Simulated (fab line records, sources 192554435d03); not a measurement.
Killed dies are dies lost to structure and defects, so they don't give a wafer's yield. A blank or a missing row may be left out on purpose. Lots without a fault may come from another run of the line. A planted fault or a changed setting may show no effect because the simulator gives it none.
fab line records | flow n5_finfet
record lots=6 wafers=17 last_day=21
route steps=1938 shown BEOL_M8@1389 BEOL_M9@1401 PASSIVATION@1936
lots that met no fault: from a run of the same line without faults
start_h: hours from the record's first day to the start of the lot's first wafer shown | wait_h: hours since the lot's step before | " the same as in the row above | L1.1+2: a row that stands for several wafers | - no value, or no start given | * or withheld: withheld | < > ~ a bound
route shown NAME@n: a module of which the file shows steps, and the number in the route of the first | usual: mean/standard deviation of fault-free wafers | same: alike in all rows | chamber/n: place in a boat | sites: the reading at each site | _std_site: their standard deviation | _edge_site: outer sites' mean less inner sites' | radius_mm: how far each site lies from the wafer's centre | mask NAME#n: copy n | behind: the tool/chamber that last shaped the wafer | hold: why the lot was held/for how many hours/how that ended | device: the transistor (n, p or np) that didn't switch | end of line: the same wafers' tests at the end of the route | a step without rows: its recipe alone | killed: dies lost to structure and defects at the first sort, not the wafer's yield | map: a wafer's dies, x killed, . not, _ none there
set.NAME: the setting as run; set.NAME@STEP: as run at that earlier step | model.NAME: the simulator's own value behind a step, which no gauge read
lots at some steps of the route; a table a step, a row a wafer
services: from which hour (start_h, from the record's first day; less than 0 if before it) a tool's chamber was out of use, for how many hours, and why
## steps
# step N5_BEOL_M8_ALD_77
# recipe material=TaN target_thk_a=20 temp_c=275 ald_precursor_family=PDMAT ald_co_reactant=NH3 pressure_torr=3 carrier_flow_sccm=1500 pulse_time_s=2 purge_time_s=3 co_reactant_purge_time_s=2 co_reactant_pulse_time_s=3 ald_cycles=40 precursor_vessel_temp_c=75 precursor_vessel_pressure_torr=26.25 precursor_vessel_carrier_sccm=1000
# step N5_BEOL_M8_SURFACE_TREAT_79
# recipe gas=Ar time_s=* ion_energy_ev=* ion_current_ma_cm2=0.5 pressure_mtorr=* ar_flow_sccm=30
# usual throttle_valve_pct=*
# columns lot.wafer tool chamber start_h wait_h throttle_valve_pct
L684.1 pvd_sputter-03 - 312.01 0.2 *
L684.2 " - " " *
L684.6 " - " " *
L691.3 pvd_sputter-02 - 333.77 0.3 *
L691.4 " - " " *
L691.5 " - " " *
L692.2 pvd_sputter-01 - 349.28 0.4 *
L692.4 " - " " *
L692.5 " - " " *
L700.3 pvd_sputter-01 - 396.50 0.2 *
L700.4 " - " " *
L704.2 pvd_sputter-03 - 421.10 0.2 *
L704.5 " - " " *
L704.6 " - " " *
L707.1 pvd_sputter-03 - 439.28 0.5 *
L707.4 " - " " *
L707.5 " - " " *
# step N5_BEOL_M8_CVD_78
# recipe material=Co target_thk_a=20 temp_c=withheld precursor=CCTBA/H2 pressure_torr=30 time_s=142.3
# step N5_BEOL_M8_SPUTTER_48
# recipe material=Cu target_thk_a=100 temp_c=-20 bias_v=60 power_w=26000 chamber_pressure_pa=0.13 time_s=1.667
# usual throttle_valve_pct=30.1/1.2
# columns lot.wafer tool chamber start_h wait_h throttle_valve_pct
L684.1 pvd_sputter-01 - 312.28 0.2 29.8
L684.2 " - " " 31.5
L684.6 " - " " 28.8
L691.3 pvd_sputter-03 - 334.05 0.1 29.8
L691.4 " - " " 28.4
L691.5 " - " " 29.8
L692.2 pvd_sputter-01 - 349.58 0.2 29.0
L692.4 " - " " 31.7
L692.5 " - " " 31.4
L700.3 pvd_sputter-01 - 396.78 0.2 32.0
L700.4 " - " " 28.9
L704.2 pvd_sputter-01 - 421.42 0.2 28.7
L704.5 " - " " 30.0
L704.6 " - " " 28.8
L707.1 pvd_sputter-03 - 439.76 0.2 29.0
L707.4 " - " " 29.8
L707.5 " - " " 29.8
# step N5_BEOL_M8_ECD_50
# recipe material=Cu target_thk_a=3000
# step N5_BEOL_M8_ANNEAL_51
# recipe temp_c=225 time_s=90 ambient=N2
# step N5_BEOL_M8_CMP_52
# recipe stop_on=SiCOH_lowk t_overpolish_s=6.9 down_force_psi=1 platen_rpm=50 clearing_platen_down_force_psi=1.5 clearing_platen_rpm=50 post_cmp_clean=cu_alkaline target_thk_nm=80 clearing_platen_pad_velocity_m_s=0.99484 pad_velocity_m_s=0.99484
# step N5_BEOL_M8_THK_MEAS_53
# recipe thk_meas_gauge=xrf reads=Cu_of_BEOL_M8_ECD_50
# usual M8_THK=78.0/2.5
# columns lot.wafer tool chamber start_h wait_h M8_THK[nm]
L684.1 film_metro-02 - 313.11 - 76.2
L684.2 " - " " 72.0
L684.6 " - " " 77.8
L691.3 film_metro-02 - 335.32 - 77.4
L691.4 " - " " 82.9
L691.5 " - " " 79.8
L692.2 film_metro-02 - 350.39 - 75.4
L692.4 " - " " 77.5
L692.5 " - " " 81.9
L700.3 film_metro-01 - 397.59 - 79.5
L700.4 " - " " 81.3
L704.2 film_metro-01 - 422.36 - 76.7
L704.5 " - " " 78.8
L704.6 " - " " 76.8
L707.1 film_metro-02 - 440.74 - 81.0
L707.4 " - " " 77.7
L707.5 " - " " 79.1
# step N5_BEOL_M8_PRE_CLEAN_55
# recipe gas=NH3 time_s=15 temp_c=withheld rf_power_w=300
# step N5_BEOL_M8_DEP_56
# recipe material=SiCN target_thk_a=100 temp_c=withheld precursor=3MS/NH3 pressure_torr=3 rf_w=202 time_s=17.5
# step N5_BEOL_M8_RS_MEAS_57
# recipe thk_meas_gauge=four-point-probe reads=Cu_of_BEOL_M8_ECD_50+Co_of_BEOL_M8_CVD_78+TaN_of_BEOL_M8_ALD_77
# usual M8_RS=0.285/0.011
# columns lot.wafer tool chamber start_h wait_h M8_RS[ohm/sq]
L684.1 film_metro-02 - 313.24 0.1 0.291
L684.2 " - " " 0.311
L684.6 " - " " 0.284
L691.3 film_metro-02 - 335.52 0.1 0.286
L691.4 " - " " 0.263
L691.5 " - " " 0.277
L692.2 film_metro-01 - 350.52 0.1 0.294
L692.4 " - " " 0.288
L692.5 " - " " 0.268
L700.3 film_metro-01 - 397.72 0.1 0.276
L700.4 " - " " 0.270
L704.2 film_metro-01 - 422.52 0.1 0.290
L704.5 " - " " 0.281
L704.6 " - " " 0.288
L707.1 film_metro-01 - 440.87 0.1 0.269
L707.4 " - " " 0.282
L707.5 " - " " 0.279
# step N5_BEOL_M8_INSPECT_58
# recipe inspect_instrument=darkfield mode=post_dep
# usual raw_defect_count=68/24
# columns lot.wafer tool chamber start_h wait_h raw_defect_count
L684.1 defect_inspect-01 - 313.26 0.0 77
L684.2 " - " " 105
L684.6 " - " " 86
L691.3 defect_inspect-02 - 335.54 0.0 65
L691.4 " - " " 72
L691.5 " - " " 108
L692.2 defect_inspect-01 - 350.55 0.0 59
L692.4 " - " " 82
L692.5 " - " " 68
L700.3 defect_inspect-01 - 397.75 0.0 73
L700.4 " - " " 61
L704.2 defect_inspect-01 - 422.54 0.0 85
L704.5 " - " " 90
L704.6 " - " " 60
L707.1 defect_inspect-01 - 440.89 0.0 65
L707.4 " - " " 105
L707.5 " - " " 51
# step N5_BEOL_M9_ILD_DEP_00
# recipe material=SiCOH_lowk target_thk_a=3085.1 temp_c=300 precursor=DEMS/porogen pressure_torr=5 rf_w=500 time_s=58
# usual heater_power_w=321/78 rf_fwd_power_W=497.0/2.1 showerhead_plenum_p_Torr=5.737/0.018 throttle_valve_pct=14.1/0.51
# columns lot.wafer tool chamber start_h wait_h heater_power_w rf_fwd_power_W showerhead_plenum_p_Torr throttle_valve_pct
L684.1 pecvd-04 0 313.30 0.0 417 499.8 5.719 14.0
L684.2 " 1 " " 362 499.7 5.698 14.7
L684.6 " 2 " " 418 497.1 5.731 12.9
L691.3 pecvd-04 0 335.58 0.0 470 497.7 5.735 14.1
L691.4 " 1 " " 361 497.8 5.721 14.7
L691.5 " 0 " " 468 499.2 5.733 14.1
L692.2 pecvd-04 0 350.59 0.0 377 498.0 5.732 13.9
L692.4 " 0 " " 391 497.6 5.724 14.1
L692.5 " 1 " " 334 500.4 5.691 14.5
L700.3 pecvd-02 2 397.79 0.0 298 497.4 5.742 14.0
L700.4 " 0 " " 311 495.6 5.738 14.1
L704.2 pecvd-04 2 422.58 0.0 431 491.2 5.737 13.1
L704.5 " 1 " " 364 499.0 5.728 14.7
L704.6 " 0 " " 444 495.4 5.713 14.2
L707.1 pecvd-04 0 440.93 0.0 469 497.3 5.725 14.2
L707.4 " 1 " " 334 499.6 5.701 14.4
L707.5 " 0 " " 376 496.3 5.722 14.2
# step N5_BEOL_M9_CURE_71
# recipe temp_c=385 time_s=240 ambient=He/Ar material=SiCOH_lowk
# step N5_BEOL_M9_THK_MEAS_01
# recipe reads=SiCOH_lowk_of_BEOL_M9_ILD_DEP_00
# usual M9_ILD_THK=268/4.6
# columns lot.wafer tool chamber start_h wait_h M9_ILD_THK[nm]
L684.1 film_metro-01 - 313.89 0.4 269
L684.2 " - " " 266
L684.6 " - " " 271
L691.3 film_metro-02 - 336.17 0.3 270
L691.4 " - " " 271
L691.5 " - " " 274
L692.2 film_metro-02 - 351.18 0.4 263
L692.4 " - " " 267
L692.5 " - " " 263
L700.3 film_metro-02 - 398.38 0.3 266
L700.4 " - " " 271
L704.2 film_metro-01 - 423.17 0.4 266
L704.5 " - " " 267
L704.6 " - " " 274
L707.1 film_metro-02 - 441.52 0.4 273
L707.4 " - " " 271
L707.5 " - " " 276
# step N5_BEOL_M9_PECVD_70
# recipe material=SiO2 target_thk_a=200 temp_c=400 precursor=TEOS/O2 pressure_torr=5.5 rf_w=450 teos_flow_sccm=53.8 gas=O2 flow_sccm=3000 time_s=22.7
# usual heater_power_w=747/130 rf_fwd_power_W=445.4/1.8 showerhead_plenum_p_Torr=8.77/0.067 throttle_valve_pct=22.7/0.81
# columns lot.wafer tool chamber start_h wait_h heater_power_w rf_fwd_power_W showerhead_plenum_p_Torr throttle_valve_pct
L684.1 pecvd-03 1 313.93 0.0 531 448.1 8.75 23.6
L684.2 " 0 " " 557 447.3 8.74 23.1
L684.6 " 0 " " 547 444.8 8.77 23.0
L691.3 pecvd-04 1 336.21 0.0 809 448.5 8.65 23.7
L691.4 " 2 " " 920 442.6 8.81 21.1
L691.5 " 0 " " 989 445.4 8.73 22.7
L692.2 pecvd-02 2 351.21 0.0 607 443.2 8.83 22.6
L692.4 " 0 " " 736 446.0 8.79 22.7
L692.5 " 1 " " 838 446.7 8.74 23.3
L700.3 pecvd-03 2 398.41 0.0 696 443.7 8.92 22.0
L700.4 " 2 " " 731 443.0 8.90 21.6
L704.2 pecvd-04 0 423.21 0.0 977 444.8 8.71 23.0
L704.5 " 0 " " 985 444.7 8.75 22.9
L704.6 " 2 " " 921 442.9 8.78 21.4
L707.1 pecvd-04 2 441.56 0.0 938 442.1 8.79 21.4
L707.4 " 2 " " 953 442.0 8.79 21.2
L707.5 " 1 " " 800 446.5 8.65 23.6
# step N5_BEOL_M9_HM_DEP_02
# recipe material=TiN target_thk_a=200 temp_c=25 chamber_pressure_pa=0.49996
# usual throttle_valve_pct=30.0/1.2
# columns lot.wafer tool chamber start_h wait_h throttle_valve_pct
L684.1 pvd_sputter-02 - 315.61 1.7 30.7
L684.2 " - " " 30.1
L684.6 " - " " 30.5
L691.3 pvd_sputter-03 - 337.35 1.1 28.3
L691.4 " - " " 28.9
L691.5 " - " " 31.8
L692.2 pvd_sputter-02 - 351.35 0.1 28.8
L692.4 " - " " 30.4
L692.5 " - " " 30.5
L700.3 pvd_sputter-02 - 399.05 0.6 30.0
L700.4 " - " " 30.7
L704.2 pvd_sputter-02 - 424.55 1.3 30.4
L704.5 " - " " 30.7
L704.6 " - " " 29.0
L707.1 pvd_sputter-01 - 443.56 2.0 29.9
L707.4 " - " " 28.9
L707.5 " - " " 31.5
# step N5_BEOL_M9_COAT_59
# recipe resist=SOC temp_c=250 time_s=60 spin_rpm=1500 resist_thk_nm=100
# step N5_BEOL_M9_COAT_60
# recipe resist=SiARC temp_c=220 time_s=60 spin_rpm=1500 resist_thk_nm=30
# step N5_BEOL_M9_COAT_05
# recipe resist=CAR-ArF spin_rpm=1500 resist_thk_nm=90
# step N5_BEOL_M9_EBR_07
# recipe solvent=PGMEA ebr_width_mm=1.5
# step N5_BEOL_M9_SOFTBAKE_06
# recipe temp_c=110 time_s=60 resist=CAR-ArF
# step N5_BEOL_M9_EXPOSE_08
# recipe mask_id=M9 na=1.35 source_shape=dipole sigma_inner=0.411 sigma_outer=0.611 polarization=te dose_mj=53.75
# step N5_BEOL_M9_PEB_09
# recipe peb_temp_c=withheld peb_time_s=60 resist=CAR-ArF
# step N5_BEOL_M9_DEVELOP_10
# recipe develop_time_s=30 developer=TMAH resist=CAR-ArF rinse_liquid=diw dry=air_spin dev_temp_c=23
# step N5_BEOL_M9_CD_MEAS_11
# recipe target_cd_nm=64.1 landing_energy_ev=500 detector=se_inlens polarity=opening
# usual cd_nm=64.2/0.64
# columns lot.wafer tool chamber start_h wait_h cd_nm
L684.1 cd_sem-03 0 316.11 - 63.6
L684.2 " 0 " " 64.9
L684.6 " 0 " " 65.1
L691.3 cd_sem-02 0 337.85 - 64.0
L691.4 " 0 " " 62.7
L691.5 " 0 " " 63.3
L692.2 cd_sem-01 0 351.72 - 64.2
L692.4 " 0 " " 62.9
L692.5 " 0 " " 64.0
L700.3 cd_sem-01 0 399.55 - 64.3
L700.4 " 0 " " 65.0
L704.2 cd_sem-01 0 425.05 - 63.2
L704.5 " 0 " " 64.2
L704.6 " 0 " " 63.6
L707.1 cd_sem-03 0 443.93 - 64.0
L707.4 " 0 " " 64.7
L707.5 " 0 " " 64.0
# step N5_BEOL_M9_OVL_MEAS_12
# recipe points_per_wafer=44
# usual M9_OVL=-0.5/0.76
# columns lot.wafer tool chamber start_h wait_h M9_OVL[nm]
L684.1 overlay-01 0 316.14 0.0 0.1
L684.2 " 0 " " -0.5
L684.6 " 0 " " 0.6
L691.3 overlay-02 0 337.88 0.0 0.3
L691.4 " 0 " " 0.8
L691.5 " 0 " " -0.6
L692.2 overlay-01 0 351.75 0.0 -0.5
L692.4 " 0 " " -1.6
L692.5 " 0 " " -1.7
L700.3 overlay-02 0 399.58 0.0 -0.1
L700.4 " 0 " " -1.0
L704.2 overlay-01 0 425.08 0.0 0.0
L704.5 " 0 " " 0.3
L704.6 " 0 " " 0.5
L707.1 overlay-01 0 443.96 0.0 -1.2
L707.4 " 0 " " -0.8
L707.5 " 0 " " -1.3
# step N5_BEOL_M9_INSPECT_13
# recipe mode=adi inspect_instrument=brightfield
# usual raw_defect_count=400/99
# columns lot.wafer tool chamber start_h wait_h raw_defect_count
L684.1 defect_inspect-02 - 316.16 0.0 344
L684.2 " - " " 522
L684.6 " - " " 335
L691.3 defect_inspect-02 - 337.90 0.0 1141
L691.4 " - " " 1130
L691.5 " - " " 1403
L692.2 defect_inspect-02 - 351.77 0.0 1015
L692.4 " - " " 991
L692.5 " - " " 946
L700.3 defect_inspect-01 - 399.60 0.0 393
L700.4 " - " " 360
L704.2 defect_inspect-01 - 425.10 0.0 440
L704.5 " - " " 333
L704.6 " - " " 355
L707.1 defect_inspect-01 - 443.98 0.0 378
L707.4 " - " " 721
L707.5 " - " " 504
# step N5_BEOL_M9_DESCUM_16
# recipe chemistry=O2 time_s=7.9 source_power_w=50 bias_power_w=20 pressure_mtorr=20 rf_frequency_hz=2.712e+07 temp_c=40 resist=CAR-ArF o2_flow_sccm=225
# usual chamber_pressure_mTorr=19.999/0.018 drypump_motor_current_A=5.6/0.4 oes_product_au=0.78/0.084 rf_fwd_power_W=49.43/0.17 rf_vpp_V=243.2/1.5 showerhead_plenum_p_Torr=2.09/0.082 throttle_valve_pct=20.4/0.34
# columns lot.wafer tool chamber start_h wait_h chamber_pressure_mTorr drypump_motor_current_A oes_product_au rf_fwd_power_W rf_hours_counter_h rf_vpp_V showerhead_plenum_p_Torr throttle_valve_pct
L684.1 rie_diel-03 3 316.20 0.0 19.977 6.4 0.72 49.47 170 243.6 2.10 20.4
L684.2 " 1 " " 19.992 5.9 0.96 49.57 5 243.9 2.14 20.0
L684.6 " 0 " " 19.987 5.3 0.89 49.35 - 242.8 2.03 20.3
L691.3 rie_diel-06 2 337.93 0.0 20.015 5.8 0.67 49.33 217 244.5 2.13 19.9
L691.4 " 1 " " 19.951 5.6 0.74 49.28 182 240.9 2.01 21.0
L691.5 " 0 " " 20.019 5.7 0.89 49.38 - 241.8 2.06 20.1
L692.2 rie_diel-02 1 351.81 0.0 19.976 4.8 0.74 49.28 200 242.3 2.11 20.9
L692.4 " 2 " " 20.047 5.8 0.67 49.43 238 241.0 1.97 20.7
L692.5 " 3 " " 20.002 5.4 0.78 49.44 - 245.8 2.21 20.2
L700.3 rie_diel-03 1 399.64 0.0 19.962 5.9 0.90 49.32 34 243.4 2.13 20.0
L700.4 " 3 " " 20.001 6.5 0.70 49.35 199 244.2 2.09 20.5
L704.2 rie_diel-03 2 425.16 0.1 19.991 6.0 0.92 49.57 11 244.8 2.23 19.8
L704.5 " 2 " " 19.987 6.0 0.92 49.48 - 246.1 2.23 19.8
L704.6 " 3 " " 19.999 6.5 0.69 49.30 - 243.0 2.08 20.5
L707.1 rie_diel-06 3 444.32 0.3 20.022 5.4 0.84 49.36 75 244.5 2.18 20.5
L707.4 " 2 " " 20.019 5.8 0.67 49.45 247 243.1 2.12 20.0
L707.5 " 0 " " 20.000 5.7 0.86 49.36 - 241.1 2.04 20.2
# step N5_PASSIVATION_PROBE_49
# usual defect_limited_yield=91.1/1.4 killed_at_M0_to_M3=34/9.6 killed_at_M4_up=15/5.3 killed_at_contacts=12/6.1 killed_at_front_end=40/11 killed_at_other=3.5/2.8 killed_dies=105/17 killed_open=70/12 killed_short=34/7.7 sort_bin_4_leakage=0.01/0.07 sort_bin_5_function=5.2/0.97 sort_bin_6_memory=3.4/0.62 sort_n_pass=1075/17 sort_yield_pct=91.1/1.4
# same gross_dies=1180 killed_at_back_side=0 sort_bin_8_speed[%]=0
# columns lot.wafer tool chamber start_h wait_h defect_limited_yield[%] killed_at_M0_to_M3 killed_at_M4_up killed_at_contacts killed_at_front_end killed_at_other killed_dies killed_open killed_short sort_bin_4_leakage[%] sort_bin_5_function[%] sort_bin_6_memory[%] sort_n_pass sort_yield_pct[%]
L684.1 prober-02 - 384.78 0.0 91.9 33 16 4 41 2 96 60 34 0.17 4.9 2.7 1082 91.7
L684.2 prober-02 - 384.83 0.1 92.7 14 15 22 32 3 86 64 20 0 4.5 2.7 1094 92.7
L684.6 prober-02 - 385.03 0.3 92.0 40 9 13 32 0 94 56 35 0 4.3 3.4 1086 92.0
L691.3 prober-02 - 407.94 0.1 85.8 47 87 12 16 5 167 58 37 0 8.1 4.3 1013 85.8
L691.4 prober-02 - 407.99 0.2 81.5 46 142 2 26 2 218 53 35 0 12.1 3.8 962 81.5
L691.5 prober-02 - 408.04 0.2 87.7 35 76 9 21 4 145 59 17 0 6.9 3.3 1035 87.7
L692.2 prober-02 - 413.10 0.1 85.8 35 76 15 39 2 167 67 33 0 9.0 3.6 1013 85.8
L692.4 prober-02 - 413.20 0.2 85.3 50 72 8 42 2 174 65 46 0.51 8.1 3.9 1000 84.7
L692.5 prober-02 - 413.25 0.2 82.3 20 133 9 46 1 209 53 31 0 11.6 3.6 971 82.3
L700.3 prober-01 - 457.03 0.1 92.1 30 21 10 26 6 93 53 40 0 4.5 2.9 1087 92.1
L700.4 prober-01 - 457.08 0.2 91.8 28 15 16 34 4 97 73 24 0 4.9 3.2 1083 91.8
L704.2 prober-02 - 483.01 0.1 92.9 26 11 7 32 8 84 53 31 0 4.0 2.8 1096 92.9
L704.5 prober-02 - 483.16 0.2 92.2 25 14 16 33 4 92 61 28 0 4.2 3.5 1088 92.2
L704.6 prober-02 - 483.21 0.3 91.6 28 6 3 55 7 99 63 35 0 4.4 3.3 1081 91.6
L707.1 prober-01 - 510.06 0.0 91.9 22 17 8 43 5 95 59 35 0 4.5 3.3 1085 91.9
L707.4 prober-01 - 510.21 0.2 93.0 23 16 14 25 5 83 61 22 0 4.2 2.6 1097 93.0
L707.5 prober-01 - 510.26 0.2 89.7 40 13 14 48 6 121 65 55 0 6.1 3.7 1059 89.7
# killed by level:class
L684.1 FIN_SAQP:geometric_particle:open=11 BEOL_M3:geometric_particle:open=11 FIN_SAQP:geometric_particle:short=6 BEOL_M0_SAQP:geometric_particle:short=5 BEOL_M5:geometric_particle:open=5 SPACER0:geometric_particle:open=4 SPACER0:geometric_particle:short=3 ILD0:geometric_particle:open=3
L684.2 MOL_CONTACT_COAG:geometric_particle:open=19 FIN_SAQP:geometric_particle:open=9 BEOL_M4:geometric_particle:open=5 DUMMY_GATE:geometric_particle:open=4 FIN_SAQP:geometric_particle:short=3 ILD0:geometric_particle:open=3 BEOL_M0:geometric_particle:open=3 BEOL_M3:geometric_particle:open=3
L684.6 MOL_CONTACT_COAG:geometric_particle:open=12 BEOL_M0_SAQP:geometric_particle:short=11 BEOL_M3:geometric_particle:open=10 BEOL_M0_SAQP:geometric_particle:open=5 BEOL_M1:geometric_particle:open=5 STI_FIN_REVEAL:geometric_particle:open=4 ILD0:geometric_particle:short=4 BEOL_M3:geometric_particle:short=4
L691.3 BEOL_M9:unspecified=72 BEOL_M0_SAQP:geometric_particle:short=15 MOL_CONTACT_COAG:geometric_particle:open=10 BEOL_M0_SAQP:geometric_particle:open=9 BEOL_M1:geometric_particle:open=6 BEOL_M3:geometric_particle:open=6 BEOL_M1:geometric_particle:short=5 BEOL_M2:geometric_particle:open=5
L691.4 BEOL_M9:unspecified=130 BEOL_M2:geometric_particle:open=10 BEOL_M0_SAQP:geometric_particle:short=8 BEOL_M0_SAQP:geometric_particle:open=7 BEOL_M5:geometric_particle:open=6 FIN_SAQP:geometric_particle:open=6 FIN_SAQP:geometric_particle:short=5 BEOL_M0:geometric_particle:open=5
L691.5 BEOL_M9:unspecified=68 MOL_CONTACT_COAG:geometric_particle:open=8 BEOL_M3:geometric_particle:open=8 BEOL_M0_SAQP:geometric_particle:open=7 BEOL_M1:geometric_particle:open=7 STI_FIN_REVEAL:geometric_particle:open=5 FIN_SAQP:geometric_particle:open=4 BEOL_M0_SAQP:geometric_particle:short=4
L692.2 BEOL_M9:unspecified=67 MOL_CONTACT_COAG:geometric_particle:open=10 FIN_SAQP:geometric_particle:open=9 FIN_SAQP:geometric_particle:short=9 BEOL_M2:geometric_particle:open=8 BEOL_M0_SAQP:geometric_particle:open=8 GATE_CUT:geometric_particle:open=6 MOL_CONTACT_COAG:geometric_particle:short=5
L692.4 BEOL_M9:unspecified=63 BEOL_M0_SAQP:geometric_particle:short=14 FIN_SAQP:geometric_particle:short=13 BEOL_M0_SAQP:geometric_particle:open=13 FIN_SAQP:geometric_particle:open=11 BEOL_M1:geometric_particle:open=11 MOL_CONTACT_COAG:geometric_particle:open=7 BEOL_M3:geometric_particle:open=5
L692.5 BEOL_M9:unspecified=125 FIN_SAQP:geometric_particle:open=9 FIN_SAQP:geometric_particle:short=9 MOL_CONTACT_COAG:geometric_particle:open=7 GATE_CUT:geometric_particle:short=6 ILD0:geometric_particle:short=5 BEOL_M2:geometric_particle:open=5 STARTING-WAFER:geometric_particle:open=5
L700.3 FIN_SAQP:geometric_particle:short=9 BEOL_M0_SAQP:geometric_particle:open=9 MOL_CONTACT_COAG:geometric_particle:open=8 BEOL_M2:geometric_particle:open=7 BEOL_M4:geometric_particle:open=7 BEOL_M4:geometric_particle:short=6 BEOL_M0_SAQP:geometric_particle:short=5 BEOL_M2:geometric_particle:short=3
L700.4 MOL_CONTACT_COAG:geometric_particle:open=13 STI_FIN_REVEAL:geometric_particle:open=8 DUMMY_GATE:geometric_particle:open=8 BEOL_M2:geometric_particle:open=8 BEOL_M0_SAQP:geometric_particle:short=7 BEOL_M3:geometric_particle:open=6 BEOL_M6:geometric_particle:open=6 STARTING-WAFER:geometric_particle:open=4
L704.2 FIN_SAQP:geometric_particle:short=8 BEOL_M0_SAQP:geometric_particle:short=7 MOL_CONTACT_COAG:geometric_particle:open=6 BEOL_M0_SAQP:geometric_particle:open=6 STI_FIN_REVEAL:geometric_particle:open=5 BEOL_M3:geometric_particle:open=5 BEOL_M4:geometric_particle:open=5 FIN_SAQP:geometric_particle:open=4
L704.5 MOL_CONTACT_COAG:geometric_particle:open=14 FIN_SAQP:geometric_particle:open=6 BEOL_M0_SAQP:geometric_particle:short=5 BEOL_M2:geometric_particle:open=5 BEOL_M4:geometric_particle:short=5 DUMMY_GATE:geometric_particle:open=4 DUMMY_GATE:geometric_particle:short=4 GATE_CUT:geometric_particle:open=4
L704.6 DUMMY_GATE:geometric_particle:open=12 FIN_SAQP:geometric_particle:short=10 STI_FIN_REVEAL:geometric_particle:open=9 FIN_SAQP:geometric_particle:open=8 BEOL_M0_SAQP:geometric_particle:open=8 BEOL_M0_SAQP:geometric_particle:short=5 BEOL_M2:geometric_particle:open=4 BEOL_M3:geometric_particle:open=4
L707.1 STI_FIN_REVEAL:geometric_particle:open=11 GATE_CUT:geometric_particle:short=9 MOL_CONTACT_COAG:geometric_particle:open=7 BEOL_M4:geometric_particle:open=7 FIN_SAQP:geometric_particle:open=6 BEOL_M1:geometric_particle:open=5 BEOL_M0_SAQP:geometric_particle:open=4 BEOL_M2:geometric_particle:open=4
L707.4 MOL_CONTACT_COAG:geometric_particle:open=13 BEOL_M0_SAQP:geometric_particle:open=10 STI_FIN_REVEAL:geometric_particle:open=7 BEOL_M2:geometric_particle:open=6 BEOL_M4:geometric_particle:open=5 DUMMY_GATE:geometric_particle:open=4 GATE_CUT:geometric_particle:short=4 BEOL_M0_SAQP:geometric_particle:short=4
L707.5 BEOL_M0_SAQP:geometric_particle:short=10 FIN_SAQP:geometric_particle:short=9 MOL_CONTACT_COAG:geometric_particle:open=8 STI_FIN_REVEAL:geometric_particle:open=7 FIN_SAQP:geometric_particle:open=6 MOL_CONTACT_COAG:geometric_particle:short=6 BEOL_M0:geometric_particle:open=5 BEOL_M2:geometric_particle:open=5
# map L691.4 (x killed, . not)
_________________.........x..________________
______________xx....x..........._____________
___________...x.............x......__________
__________.x..................x....._________
________..x......x.....x.........x..x._______
_______..x..............x......x.......______
______......................x..........._____
_____.........x.......x...........x......____
____............................x.........___
___......................................x.__
___.....x....x..x................x.........__
__.........x..........x.................x..x_
__....x..........................x...x......_
_x.................xx........................
_......................x...xx..x.............
_...........x..x......x......................
_..x..x................x................x....
_......x...............x........x............
_...x..........x.........x....x..x..xx.......
_x....x........x..x.......x..x.xxxxx..xx....x
_.............x..........x..x.xxxxxxxxxxx.x..
__..x.xx.........x......x...xxxxxxxxxxxxx..x_
__........................x.xxxxxxxxxxxx.x.._
___......xx.................xxxxxxxxxxxxxx.__
___....x.....x.........x..xxxxxxxxxxxxxxx..__
____.....x..........xx....x.xxxxxxxxxxxxx.___
_____.........x...........x..xxxxxxxxxxx.____
______.....................x.xxxxxxxxxxx_____
_______..........x.........xxxx.xxxx.xx______
________......................x..xxxx._______
__________x.............x....x.....x_________
___________.......................x__________
______________...x.............._____________
_________________...x........________________
# map L692.5 (x killed, . not)
_________________............________________
______________......x..........._____________
___________..................x.....__________
__________...........x...x.........._________
________...................x.........._______
_______............x.x.......x.........______
______...............xx................._____
_____.........x..........................____
____.....x.....x.....x....................___
___........x...xx..x.....x........xx.......__
___.............................x..........__
__..........................xx.....x.......x_
__...x........xx.............x.............._
_...........................x................
_.................x...............x.x........
_....x..........................x............
_.....x.x............x.............x.x.......
_...........x................................
_............x.........x.x....x...xx....x....
_....x..x.......................xxxxxx.x.....
_..................x.........x..xxxxxxxx.x...
__...................x..x...xx.xxxxxxxxx...._
__..............x..........xxxxxxxxxxxxx..xx_
___......x.x...x...x.x.....x.xxxxxxxxxxxx..__
___.......x...x..............xxxxxxxxxxxxx.__
____.......x..........x..x.x.xxxxxxxxxxxxx___
_____.......x.x....x..x.....x.xxxxxxxxxxx____
______....x...x...........x.xxxxxxxxxxx._____
_______...............x.....xx.xxxxxxxx______
________.....x..........x....xxx.xxx.x_______
__________.......xx..x........x...x._________
___________....x......xx....x...x..__________
______________.............x...._____________
_________________............________________
## services
# columns tool chamber start_h hours kind
pecvd-02 - 288.53 2.8 pm
pecvd-04 1 306.59 4.1 repair
pecvd-02 - 324.36 0.8 repair
pecvd-04 - 324.90 0.8 repair
rie_diel-06 2 340.34 7.7 repair
pecvd-04 2 355.79 2.1 scheduled_down
pecvd-02 2 355.98 11.3 repair
rie_diel-02 1 357.58 23.7 repair
rie_diel-02 - 358.10 0.8 repair
rie_diel-03 2 363.34 - clean
rie_diel-03 2 363.34 - consumable_replace:focus_ring
rie_diel-03 2 363.34 - consumable_replace:showerhead
rie_diel-03 2 363.34 22.2 scheduled_down
rie_diel-03 2 363.34 22.2 vent_cycle
pecvd-04 - 364.73 5.5 pm
pecvd-04 2 373.85 5.0 scheduled_down
pecvd-02 1 403.96 - clean
pecvd-02 1 403.96 - consumable_replace:showerhead
pecvd-02 1 403.96 29.0 scheduled_down
pecvd-02 1 403.96 29.0 vent_cycle
pvd_sputter-02 - 409.67 7.3 repair
pecvd-04 0 414.13 6.0 repair
pvd_sputter-01 - 426.95 3.4 repair
pecvd-03 2 444.22 19.8 repair
## key
first_sign step=N5_BEOL_M9_INSPECT_13 reading=raw_defect_count direction=up sigmas=7.1 usual=400 struck=1104
effect step=N5_PASSIVATION_PROBE_49 reading=killed_at_M4_up direction=up sigmas=16 usual=15 struck=98
more_kills_born_at N5_BEOL_M9_ILD_DEP_00@pecvd-04=525
met_at N5_BEOL_M9_ILD_DEP_00
struck_wafers L691.3,L691.4,L691.5,L692.2,L692.4,L692.5
onset_between 313.30 335.58
fault kind=chamber_particle_source tool=pecvd-04 chamber=- onset_h=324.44 steps=N5_BEOL_M9_ILD_DEP_00 rate_per_visit_cm2=1.0728 end_h=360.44
